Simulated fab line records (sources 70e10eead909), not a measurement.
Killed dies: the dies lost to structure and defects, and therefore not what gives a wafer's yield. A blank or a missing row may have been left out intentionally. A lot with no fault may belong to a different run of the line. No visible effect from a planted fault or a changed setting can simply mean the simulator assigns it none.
A sampling plan put to the test    flow nandHarc    one line in one fab, 21 faults in these records, each fault weighed on the records of the lots it struck
The plan consists of the line's own looks: route steps at which the wafer is read by a gauge or an inspection but not changed. A look is open to judgement when struck wafers have a number at it and the file gives its usual mean and standard deviation on fault-free wafers. Caught: at a look after the fault's first step, the mean of the struck wafers lies 4 or more of those standard deviations (sigma) from the usual mean. On the tool: the identical test, applied to the tool's own readings at the steps of the fault. Also counted as caught: the struck wafers showing another recipe, or a record that is empty for them alone.

== THE FAULTS, as the simulator had put them in ==
1. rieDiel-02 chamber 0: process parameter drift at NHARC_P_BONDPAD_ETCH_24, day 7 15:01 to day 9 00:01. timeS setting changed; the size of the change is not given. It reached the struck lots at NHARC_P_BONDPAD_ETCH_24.
2. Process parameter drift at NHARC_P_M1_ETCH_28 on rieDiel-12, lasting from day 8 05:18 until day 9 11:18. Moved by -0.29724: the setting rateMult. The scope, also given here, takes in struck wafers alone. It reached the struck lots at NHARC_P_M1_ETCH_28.
3. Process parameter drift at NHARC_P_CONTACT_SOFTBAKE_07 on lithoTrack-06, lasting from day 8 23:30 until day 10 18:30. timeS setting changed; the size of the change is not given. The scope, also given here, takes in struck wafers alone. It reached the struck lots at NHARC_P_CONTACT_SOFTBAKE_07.
4. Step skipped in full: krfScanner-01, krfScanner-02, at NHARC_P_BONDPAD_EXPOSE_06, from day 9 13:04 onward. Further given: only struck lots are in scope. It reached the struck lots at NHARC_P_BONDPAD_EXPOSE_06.
5. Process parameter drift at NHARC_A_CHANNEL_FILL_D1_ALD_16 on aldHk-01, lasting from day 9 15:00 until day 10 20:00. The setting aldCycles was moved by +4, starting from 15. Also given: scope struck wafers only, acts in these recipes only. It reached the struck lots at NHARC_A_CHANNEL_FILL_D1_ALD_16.
6. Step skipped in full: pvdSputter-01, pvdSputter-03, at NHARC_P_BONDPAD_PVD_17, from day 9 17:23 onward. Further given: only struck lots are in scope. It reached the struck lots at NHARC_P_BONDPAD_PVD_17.
7. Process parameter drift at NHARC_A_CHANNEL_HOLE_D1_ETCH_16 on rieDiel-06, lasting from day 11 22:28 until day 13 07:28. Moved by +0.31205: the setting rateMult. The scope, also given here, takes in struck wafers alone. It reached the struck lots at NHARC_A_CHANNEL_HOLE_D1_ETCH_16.
8. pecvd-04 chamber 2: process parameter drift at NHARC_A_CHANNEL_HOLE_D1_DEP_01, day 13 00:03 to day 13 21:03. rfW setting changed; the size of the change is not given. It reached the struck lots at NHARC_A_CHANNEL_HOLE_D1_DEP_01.
9. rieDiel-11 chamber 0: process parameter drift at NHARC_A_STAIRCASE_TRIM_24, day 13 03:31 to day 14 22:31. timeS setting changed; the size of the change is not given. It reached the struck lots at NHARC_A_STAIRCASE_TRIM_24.
10. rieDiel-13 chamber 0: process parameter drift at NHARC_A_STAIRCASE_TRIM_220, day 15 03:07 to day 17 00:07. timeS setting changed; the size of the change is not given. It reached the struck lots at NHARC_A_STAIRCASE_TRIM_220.
11. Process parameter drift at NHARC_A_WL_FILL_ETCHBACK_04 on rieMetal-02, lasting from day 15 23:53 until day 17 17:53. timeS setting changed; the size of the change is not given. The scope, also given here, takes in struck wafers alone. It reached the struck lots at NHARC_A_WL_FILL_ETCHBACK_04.
12. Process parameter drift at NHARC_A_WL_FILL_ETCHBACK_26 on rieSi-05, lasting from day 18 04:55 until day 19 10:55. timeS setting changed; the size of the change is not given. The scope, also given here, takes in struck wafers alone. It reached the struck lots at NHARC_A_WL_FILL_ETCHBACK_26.
13. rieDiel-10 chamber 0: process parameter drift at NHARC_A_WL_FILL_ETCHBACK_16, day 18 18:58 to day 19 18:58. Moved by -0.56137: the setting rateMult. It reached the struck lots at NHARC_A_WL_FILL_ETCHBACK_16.
14. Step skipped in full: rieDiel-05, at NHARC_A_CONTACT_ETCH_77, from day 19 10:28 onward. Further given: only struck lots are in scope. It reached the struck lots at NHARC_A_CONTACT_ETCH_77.
15. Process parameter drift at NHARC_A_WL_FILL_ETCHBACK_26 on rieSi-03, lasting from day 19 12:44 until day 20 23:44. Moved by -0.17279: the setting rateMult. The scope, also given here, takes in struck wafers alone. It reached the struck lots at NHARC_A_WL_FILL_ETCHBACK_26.
16. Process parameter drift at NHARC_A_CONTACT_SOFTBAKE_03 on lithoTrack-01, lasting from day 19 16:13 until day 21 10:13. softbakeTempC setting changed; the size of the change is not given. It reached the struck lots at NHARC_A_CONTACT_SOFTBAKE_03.
17. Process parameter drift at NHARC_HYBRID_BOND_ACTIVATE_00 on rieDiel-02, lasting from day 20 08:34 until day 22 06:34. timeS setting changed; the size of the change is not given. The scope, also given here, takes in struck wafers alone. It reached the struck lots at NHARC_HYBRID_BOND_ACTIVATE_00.
18. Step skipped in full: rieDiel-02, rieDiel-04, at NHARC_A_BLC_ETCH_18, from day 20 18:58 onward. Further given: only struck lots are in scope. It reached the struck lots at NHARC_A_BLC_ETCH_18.
19. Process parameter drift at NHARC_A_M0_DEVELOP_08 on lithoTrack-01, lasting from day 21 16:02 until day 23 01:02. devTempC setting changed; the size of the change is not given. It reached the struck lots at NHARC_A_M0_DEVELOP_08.
20. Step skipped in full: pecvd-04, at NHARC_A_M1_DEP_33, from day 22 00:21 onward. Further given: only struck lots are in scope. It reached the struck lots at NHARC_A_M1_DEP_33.
21. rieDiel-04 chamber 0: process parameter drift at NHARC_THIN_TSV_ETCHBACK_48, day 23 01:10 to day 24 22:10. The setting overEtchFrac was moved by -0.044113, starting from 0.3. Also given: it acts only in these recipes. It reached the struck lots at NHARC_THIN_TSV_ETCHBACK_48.

== WHAT THE PLAN SAW ==
fault  on the tool itself                                first look that catches it                       reading, sigma  median hours from its first step to that look  hours from the fault's start to the first struck lot there  judged looks passed uncaught
1      runLengthS -48 sigma                              no look after it can be judged                   -               -                                              -                                                           0
2      oesProductAu -14 sigma                            no look after it can be judged                   -               -                                              -                                                           0
3      heaterPowerTotalW +93 sigma                       none of the 2 looks that can be judged after it  -               -                                              -                                                           2
4      no reading that can be judged                     no look after it can be judged                   -               -                                              -                                                           0
5      under 2 sigma                                     no look after it can be judged                   -               -                                              -                                                           0
6      the tool's record is blank for the struck wafers  no look after it can be judged                   -               -                                              -                                                           0
7      oesProductAu +15 sigma                            not the one look that can be judged after it     -               -                                              -                                                           1
8      rfFwdPowerW -46 sigma                             not the one look that can be judged after it     -               -                                              -                                                           1
9      runLengthS +99 or beyond sigma                    no look after it can be judged                   -               -                                              -                                                           0
10     runLengthS -23 sigma                              no look after it can be judged                   -               -                                              -                                                           0
11     runLengthS -99 or beyond sigma                    no look after it can be judged                   -               -                                              -                                                           0
12     runLengthS -6.8 sigma                             no look after it can be judged                   -               -                                              -                                                           0
13     oesProductAu -12 sigma                            not the one look that can be judged after it     -               -                                              -                                                           1
14     the tool's record is blank for the struck wafers  no look after it can be judged                   -               -                                              -                                                           0
15     oesProductAu -6.1 sigma                           not the one look that can be judged after it     -               -                                              -                                                           1
16     heaterPowerTotalW +19 sigma                       not the one look that can be judged after it     -               -                                              -                                                           1
17     runLengthS -24 sigma                              no look after it can be judged                   -               -                                              -                                                           0
18     the tool's record is blank for the struck wafers  no look after it can be judged                   -               -                                              -                                                           0
19     developerTempC +8.4 sigma                         not the one look that can be judged after it     -               -                                              -                                                           1
20     the tool's record is blank for the struck wafers  not the one look that can be judged after it     -               -                                              -                                                           1
21     under 2 sigma                                     no look after it can be judged                   -               -                                              -                                                           0
A dash: this means the fault isn't caught or the number doesn't appear in these records.

Caught at a look: 0 of 21. Caught on the tool: 18 of 21. By one or the other: 18 of 21.
Faults 1, 2, 3, 6, 7, 8, 9, 10, 11, 12, 13, 14, 15, 16, 17, 18, 19, 20 were caught on the tool alone.
Caught by neither: faults 4, 5, 21.
